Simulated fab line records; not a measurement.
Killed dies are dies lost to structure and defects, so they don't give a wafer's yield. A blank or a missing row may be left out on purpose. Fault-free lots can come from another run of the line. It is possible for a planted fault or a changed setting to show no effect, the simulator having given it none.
Matching of chambers | flow n5Finfet | 4 sister chambers for N5_BEOL_M12_VIA_ETCH_16 on rieDiel-06
The step etches SiOC in C4F8/O2/Ar, target depth 724.8 nm. 22 wafers are shown with their chamber, then 11 later ones without.

WAFERS, EACH WITH ITS CHAMBER
wafer  | chamber | drypumpMotorCurrentA (A) | showerheadPlenumPTorr (Torr) | throttleValvePct (%)
L074.2 | 3       | 5.0                      | 3.51                         | 24.1
L074.4 | 2       | 5.9                      | 3.36                         | 23.9
L074.5 | 2       | 5.9                      | 3.36                         | 23.9
L076.2 | 0       | 6.4                      | 3.53                         | 24.6
L076.5 | 0       | 6.4                      | 3.53                         | 24.6
L076.6 | 3       | 5.0                      | 3.51                         | 24.1
L079.1 | 3       | 5.0                      | 3.51                         | 24.1
L079.2 | 2       | 5.9                      | 3.36                         | 23.9
L079.3 | 0       | 6.4                      | 3.53                         | 24.6
L077.1 | 2       | 5.9                      | 3.36                         | 23.9
L077.4 | 0       | 6.3                      | 3.53                         | 24.6
L077.6 | 1       | 6.5                      | 3.59                         | 24.1
L078.1 | 1       | 6.5                      | 3.59                         | 24.2
L078.3 | 2       | 5.9                      | 3.36                         | 23.9
L078.6 | 1       | 6.5                      | 3.59                         | 24.1
L080.3 | 2       | 5.9                      | 3.35                         | 24.0
L080.4 | 1       | 6.5                      | 3.59                         | 24.2
L080.5 | 2       | 5.9                      | 3.35                         | 23.9
L083.2 | 1       | 6.5                      | 3.58                         | 24.2
L083.3 | 3       | 5.0                      | 3.50                         | 24.1
L083.4 | 2       | 5.9                      | 3.35                         | 23.9
L085.1 | 1       | 6.5                      | 3.58                         | 24.2

SIGNATURES (averages over the wafers above)
reading               | chamber 0 | chamber 1 | chamber 2 | chamber 3 | scatter within a chamber
drypumpMotorCurrentA  | 6.375     | 6.500     | 5.900     | 5.000     | 0.0204
showerheadPlenumPTorr | 3.5300    | 3.5867    | 3.3563    | 3.5075    | 0.00469
throttleValvePct      | 24.600    | 24.167    | 23.912    | 24.100    | 0.035
Rule: for a wafer and a chamber, the distance is found by dividing, reading by reading, the gap between the wafer's reading and the chamber's mean by the reading's scatter, squaring, summing and taking the root. The wafer belongs to the nearest chamber; if the next one is less than 2 further off, it can't be placed. The scatter: take each reading less its chamber's mean, square it, sum over the shown wafers, divide by the number of wafers less the number of chambers, and take the root.

WAFERS WHOSE CHAMBER IS MISSING
wafer  | drypumpMotorCurrentA (A) | showerheadPlenumPTorr (Torr) | throttleValvePct (%)
L085.3 | 5.1                      | 3.50                         | 24.1
L085.4 | 6.3                      | 3.52                         | 24.6
L084.1 | 5.1                      | 3.50                         | 24.1
L084.2 | 6.5                      | 3.58                         | 24.2
L084.3 | 6.3                      | 3.52                         | 24.6
L087.3 | 5.9                      | 3.35                         | 24.0
L087.4 | 6.5                      | 3.58                         | 24.2
L087.5 | 5.9                      | 3.35                         | 24.0
L093.3 | 5.0                      | 3.49                         | 24.1
L093.4 | 6.5                      | 3.57                         | 24.2
L093.5 | 5.9                      | 3.34                         | 24.0

WHICH CHAMBER EACH WENT THROUGH
wafer  | from the rows above | in truth
L085.3 | 3                   | 3
L085.4 | 0                   | 0
L084.1 | 3                   | 3
L084.2 | 1                   | 1
L084.3 | 0                   | 0
L087.3 | 2                   | 2
L087.4 | 1                   | 1
L087.5 | 2                   | 2
L093.3 | 3                   | 3
L093.4 | 1                   | 1
L093.5 | 2                   | 2
Correctly placed: 11 of 11. From these rows, 0 cannot be placed. 0 placed wrongly.
